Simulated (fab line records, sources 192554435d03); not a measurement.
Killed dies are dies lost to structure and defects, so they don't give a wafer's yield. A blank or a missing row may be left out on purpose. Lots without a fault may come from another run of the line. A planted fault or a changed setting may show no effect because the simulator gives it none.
A struck lot beside a sound one | flow n5_finfet | 38 steps out of a route of 1938
Sound: wafers L750.2, L750.4, L750.6. Struck: wafer L758.3. (L758.2, L758.5 of the same lot were not struck and are left out.) The cause comes at the end.
At each step with rows: each side's tool, then ch and its chambers, then its first start. Under that, the readings that differ: sound wafers | struck wafers | difference of the means | sigmas: that difference in standard deviations of wafers without a fault.
alike: readings whose means differ by less than 2 such deviations, and words and numbers that are the same on both sides. not compared: withheld readings, readings that some wafer has no value for, bounds like >300 that may hide the same value, and numbers for which the record gives no deviation and whose values overlap.
The two part at a step that has a row with sigmas, a row that says differs or no value, or rows on one side only. Numbers that don't overlap but have no deviation are shown without sigmas and don't part them. A reading that every wafer of one side lacks parts them only if that side has two wafers or more.

first, 10 steps without rows for these wafers: N5_MOL_CONTACT_COAG_CO_FILL_22 (material Co, precursor CCTBA/H2, target thk 20 nm); N5_MOL_CONTACT_COAG_ANNEAL_113 (time 300 s); N5_MOL_CONTACT_COAG_PRE_CLEAN_142 (time 60 s); N5_MOL_CONTACT_COAG_SPUTTER_130 (material Co, target thk 47.5 nm); N5_MOL_CONTACT_COAG_PRECLEAN_125 (cleans in DIW, time 57.5 s); N5_MOL_CONTACT_COAG_SRD_126 (dry time 32 s); N5_MOL_CONTACT_COAG_CMP_23 (polishes, stops on SiO2, t overpolish 1.5 s, target thk 0 nm); N5_MOL_CONTACT_COAG_WET_ETCH_26 (target Co, target depth 13 nm); N5_MOL_CONTACT_COAG_WET_ETCH_116 (etches the open film in SC1-inhibited, target depth 4.6 nm, rinse time 30 s); N5_MOL_CONTACT_COAG_ALD_27 (deposits SiOC, target thk 17 nm, pulse time 1.5 s, time 2720 s).
N5_MOL_CONTACT_COAG_CMP_28: polishes, stops on SiNx, t overpolish 0.85 s, target thk 14.522 nm.
  sound on cmp-03 ch 0,2,3, day 5 05:35; struck on cmp-03 ch 0, day 7 03:47
  reading                 | sound             | struck | difference | sigmas
  head_pressure_psi (psi) | 4.159 4.162 4.160 | 6.352  | +2.192     | +99 or more
  motor_current_A (A)     | 12.9 12.3 14.2    | 16.2   | +3.1       | +2
  alike: time_to_endpoint_s
then, 23 steps without rows for these wafers: N5_MOL_CONTACT_COAG_ALD_123 (deposits SiNx, target thk 5 nm, pulse time 1 s, purge time 2 s); N5_MOL_CONTACT_COAG_PECVD_31 (deposits SiO2 from TEOS/O2, target thk 46 nm, time 8.9 s); N5_MOL_CONTACT_COAG_COAT_75 (time 60 s, resist thk 60 nm); N5_MOL_CONTACT_COAG_COAT_76 (time 60 s, resist thk 10 nm); N5_MOL_CONTACT_COAG_COAT_77 (time 60 s, resist thk 10 nm); N5_MOL_CONTACT_COAG_COAT_78 (resist thk 40 nm); N5_MOL_CONTACT_COAG_EBR_80; N5_MOL_CONTACT_COAG_SOFTBAKE_79 (time 60 s); N5_MOL_CONTACT_COAG_EXPOSE_81 (exposes mask VG, defocus 0 nm); N5_MOL_CONTACT_COAG_PEB_82 (peb time 60 s); N5_MOL_CONTACT_COAG_DEVELOP_83 (develop time 30 s); N5_MOL_CONTACT_COAG_DESCUM_88 (chemistry O2, time 7 s); N5_MOL_CONTACT_COAG_ETCH_89 (etches underlayer in N2/H2, target depth 13 nm, time 10.4 s); N5_MOL_CONTACT_COAG_ETCH_90 (etches SiARC in CF4, target depth 13 nm, time 21.7 s); N5_MOL_CONTACT_COAG_ALD_131 (deposits SiO2, target thk 5 nm, pulse time 1 s, co reactant pulse time 1 s); N5_MOL_CONTACT_COAG_ETCHBACK_132 (etches SiO2 in CHF3, target depth 10 nm, time 6.7 s); N5_MOL_CONTACT_COAG_ETCH_91 (etches SOC in N2/H2, target depth 60 nm, overetch 21 nm, time 101.2 s); N5_MOL_CONTACT_COAG_STRIP_92 (strips in N2/H2); N5_MOL_CONTACT_COAG_STRIP_93 (strips in N2/H2); N5_MOL_CONTACT_COAG_ETCHBACK_135 (etches SiO2 in CHF3, target depth 25 nm, time 16.7 s); N5_MOL_CONTACT_COAG_STRIP_118 (strips in CHF3); N5_MOL_CONTACT_COAG_VIA_ETCH_46 (etches SiO2 in C4F6/O2, target depth 46 nm, overetch 9.2 nm, time 40 s); N5_MOL_CONTACT_COAG_STRIP_96 (strips in N2/H2).
N5_MOL_CONTACT_COAG_ETCH_47: etches SiNx in CH3F/O2, stops on W, target depth 27 nm.
  sound on rie_diel-04 ch 1,2, day 5 09:49; struck on rie_diel-04 ch 0, day 7 05:57
  reading                  | sound             | struck | difference | sigmas
  rf_vpp_V (V)             | 298 306 305       | 289    | -14        | -2
  model.etch.depth_nm (nm) | 17.85 17.94 17.72 | 17.7   | -0.1       |
  alike: O2_flow_sccm, drypump_motor_current_A, etch_rf_on_time_s, oes_product_au, showerhead_plenum_p_Torr, throttle_valve_pct
  not compared: rf_hours_counter_h
then, 1 step without rows for these wafers: N5_MOL_CONTACT_COAG_STRIP_119 (strips in N2/H2, time 30 s).
-- the record jumps here: 3 days lie between the struck wafers' starts before and after (it left off in module MOL_CONTACT_COAG and takes up again in module BEOL_M4, whose first step shown is number 1111 of the route) --
N5_BEOL_M4_RC_MEAS_101:
  sound on prober-01 ch 0, day 8 00:58; struck on prober-02 ch 0, day 10 08:44
  reading   | sound          | struck | difference | sigmas
  VT_P (mV) | -245 -247 -248 | -255   | -8         | -3
  alike: DIBL_N, DIBL_P, IOFF_N, IOFF_P, ION_N, ION_P, SS_N, SS_P, VT_N
-- the record jumps here: 4 days lie between the struck wafers' starts before and after (it left off in module BEOL_M4 and takes up again in module PASSIVATION, whose first step shown is number 1936 of the route) --
N5_PASSIVATION_PROBE_49:
  sound on prober-01, day 12 13:50; struck on prober-01, day 14 12:21
  reading             | sound    | struck | difference | sigmas
  killed_at_front_end | 17 27 21 | 48     | +26        | +2
  alike: defect_limited_yield, killed_at_M0_to_M3, killed_at_M4_up, killed_at_contacts, killed_at_other, killed_dies, killed_open, killed_short, sort_bin_5_function, sort_bin_6_memory, sort_n_pass, sort_yield_pct

WHERE THEY PART
First at N5_MOL_CONTACT_COAG_CMP_28; last, within this record, at N5_PASSIVATION_PROBE_49.

WHY: what the simulator had put in
Process parameter drift: cmp-03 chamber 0, from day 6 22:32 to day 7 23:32, at N5_MOL_CONTACT_COAG_CMP_28. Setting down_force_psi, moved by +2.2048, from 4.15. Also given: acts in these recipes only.
